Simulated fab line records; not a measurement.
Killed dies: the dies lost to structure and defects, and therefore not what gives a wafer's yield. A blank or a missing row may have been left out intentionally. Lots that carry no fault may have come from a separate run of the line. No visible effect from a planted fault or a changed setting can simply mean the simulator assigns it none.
Which of the tools did it? -- flow n5-finfet -- 36 wafers from 12 lots sampled at 3 of the route's 1938 steps

WHAT EACH GAUGE READ, for each wafer
N5_MOL_CONTACT_COAG_CD_MEAS_84: target cd 25.1 nm.
lot,measured,on,cd-nm (nm)
L075,day 5 09:51,cd-sem-03,25.00 25.11 24.67
L077,day 5 21:02,cd-sem-02,25.01 25.10 24.85
L079,day 6 07:32,cd-sem-02,24.39 24.96 24.71
L081,day 7 00:19,cd-sem-01,25.02 25.20 24.87
L083,day 7 06:55,cd-sem-03,25.14 24.60 24.61
L085,day 7 18:26,cd-sem-03,25.59 25.21 24.90
L087,day 8 15:08,cd-sem-02,25.07 25.11 25.24
L089,day 8 21:32,cd-sem-01,24.75 24.95 24.95
L091,day 9 08:37,cd-sem-01,25.14 24.81 25.09
L093,day 10 03:37,cd-sem-01,24.79 25.06 25.50
L095,day 10 16:08,cd-sem-03,24.76 24.93 25.16
L097,day 10 22:45,cd-sem-01,24.72 24.88 24.89

EACH LOT AND THE TOOL THAT RAN IT (in order: tool; ch and the chambers of the sampled wafers; start)
lot,N5_GATE_CUT_ALD_22,N5_MOL_CONTACT_COAG_STRIP_98
L075,"ald-sin-01 ch 2,3, day 4 21:00","rie-diel-03 ch 0,1,2, day 5 00:28"
L077,"ald-sin-04 ch 1,3, day 5 08:08","rie-diel-01 ch 0,1,3, day 5 11:25"
L079,"ald-sin-01 ch 1,2,3, day 5 18:31","rie-diel-01 ch 0,1,2, day 5 22:00"
L081,"ald-sin-04 ch 0,3, day 6 08:55","rie-diel-01 ch 0,3, day 6 12:14"
L083,"ald-sin-04 ch 2,3, day 6 18:51","rie-diel-01 ch 0,2, day 6 22:14"
L085,"ald-sin-04 ch 0,1,3, day 7 06:39","rie-diel-01 ch 1,3, day 7 11:12"
L087,"ald-sin-04 ch 2,3, day 7 22:53","rie-diel-03 ch 0,1,2, day 8 02:10"
L089,"ald-sin-02 ch 2,3, day 8 07:33","rie-diel-01 ch 2,3, day 8 10:57"
L091,"ald-sin-01 ch 0,1,3, day 8 19:16","rie-diel-01 ch 0,1,2, day 8 22:50"
L093,"ald-sin-04 ch 0,1,3, day 9 13:44","rie-diel-03 ch 0,1, day 9 17:00"
L095,"ald-sin-04 ch 0,1,3, day 10 02:25","rie-diel-01 ch 0,1, day 10 06:02"
L097,"ald-sin-02 ch 0,1, day 10 09:44","rie-diel-01 ch 0,2, day 10 13:52"
- N5_GATE_CUT_ALD_22: deposits SiNx, target thk 16 nm, pulse time 1 s, ald cycles 320.
- N5_MOL_CONTACT_COAG_STRIP_98: strips in N2/H2.

THE ANSWER, worked out from the rows above alone
Rule: what is usual is taken from the lots themselves. The widest of any qualifying gaps counts: lots, ordered by their means at a reading, are off when they make up no more than a third of the lots, leave a main group of 4 or more, and stand apart from it by 3 or more times the standard deviation of that group's means. If all means in a main group match to the digits the tables above print for the reading, that group is not used. A lot without any number at a reading at which 4 lots or more have one is off too. Where the step has rows for the other lots, those lots are counted as sound.
Across all readings shown, no lot is off: no conclusion can be drawn from this.

WHAT THE SIMULATOR PUT IN
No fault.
